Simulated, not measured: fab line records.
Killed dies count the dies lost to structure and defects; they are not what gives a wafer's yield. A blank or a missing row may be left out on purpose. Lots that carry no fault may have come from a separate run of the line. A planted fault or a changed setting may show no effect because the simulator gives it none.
8D (eight disciplines) problem report, filled in by code / flow n5_finfet / the parts of the form that need people (team, actions taken, sign-off) are left out

== 1. PROBLEM STATEMENT ==
At N5_PASSIVATION_PROBE_49, killed_at_front_end averages 147 over 6 wafers from 2 lots, while fault-free wafers read 41, standard deviation 13. Relative to the usual mean, that is a shift of +8.1 standard deviations.
Seen first at day 12 18:16 on prober-01, wafer L460.1. The record holds 24 wafers of 8 lots with a number at this step. By rule, "out" or "out of limits" means more than 4 standard deviations away from the usual mean. The other wafers with a number count as sound.

== 2. WHAT IT IS; WHAT IT IS NOT ==
question=which readings at this step | is=killed_at_front_end, defect_limited_yield, killed_dies, sort_n_pass, sort_yield_pct | is not=killed_at_M0_to_M3, killed_at_M4_up, killed_at_contacts, killed_at_other, killed_open, killed_short
question=which lots | is=L459, L460 | is not=L465, L471, L472, L474, L475, L476
question=which wafers of those lots | is=all that have a number | is not=-
question=read on which tools | is=prober-01 | is not=prober-02
question=when | is=from day 12 18:16 | is not=up to then (0 sound wafers); but 18 sound wafers of L465, L471, L472, L474, L475, L476 came after

== 3. THE SUSPECTS, EACH WITH WHAT RULES IT OUT ==
Counting: any tool at a process step up to the reading is kept as a suspect provided that every lot that is out went through it and no sound lot did after the first of them.
- plasma_asher-02 at N5_HKMG_FIN_STRIP_69 (strips in N2/H2, time 360 s): ruled out as a lasting fault. Sound lots L472, L474, L475 ran on it after its first lot that is out, L459 (day 4 22:57).
- prober-01 at N5_PASSIVATION_PROBE_49: ruled out as a lasting fault. Sound lots L465, L471, L476 ran on it after its first lot that is out, L460 (day 12 18:16).
Left after counting: nothing in the record.

== 4. THE CAUSE (what the simulator had put in) ==
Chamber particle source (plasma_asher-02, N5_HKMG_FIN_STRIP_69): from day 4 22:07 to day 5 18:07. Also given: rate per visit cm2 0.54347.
The count ruled it out by mistake, since the rule takes a fault to strike every lot its tool runs from the start of the fault on, and this one did not do so.

== 5. THE CHAIN OF EFFECTS, in route order ==
Each row: a reading where the mean over the struck wafers with a number is more than 3 standard deviations away from the usual. Only readings for which the record gives a usual standard deviation are gone through. hours: the time from each lot's start at the first step in this table that gives one to its start at this step, as a median over the lots. sigmas: the change in usual standard deviations.
hours=0; step=N5_PASSIVATION_PROBE_49; reading=defect_limited_yield; usual=91.0 %; on struck wafers=82.9; change=-8.1; sigmas=-5.4
hours=0; step=N5_PASSIVATION_PROBE_49; reading=killed_at_front_end; usual=41; on struck wafers=147; change=+106; sigmas=+8.1
hours=0; step=N5_PASSIVATION_PROBE_49; reading=killed_dies; usual=106; on struck wafers=202; change=+96; sigmas=+5.7
hours=0; step=N5_PASSIVATION_PROBE_49; reading=sort_bin_5_function; usual=5.2 %; on struck wafers=11.1; change=+5.9; sigmas=+6.0
hours=0; step=N5_PASSIVATION_PROBE_49; reading=sort_n_pass; usual=1074; on struck wafers=978; change=-96; sigmas=-5.7
hours=0; step=N5_PASSIVATION_PROBE_49; reading=sort_yield_pct; usual=91.0 %; on struck wafers=82.9; change=-8.1; sigmas=-5.4
The process steps in it:
- N5_PASSIVATION_PROBE_49

== 6. WHAT WOULD HAVE CAUGHT IT SOONER ==
In this record no reading fell out of limits until day 12 18:16, 188 hours after the fault had begun at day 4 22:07.
No tool reading at N5_HKMG_FIN_STRIP_69 that has a usual standard deviation in the record was out on any struck wafer, so an alarm limit of 4 standard deviations on those readings would not have fired.
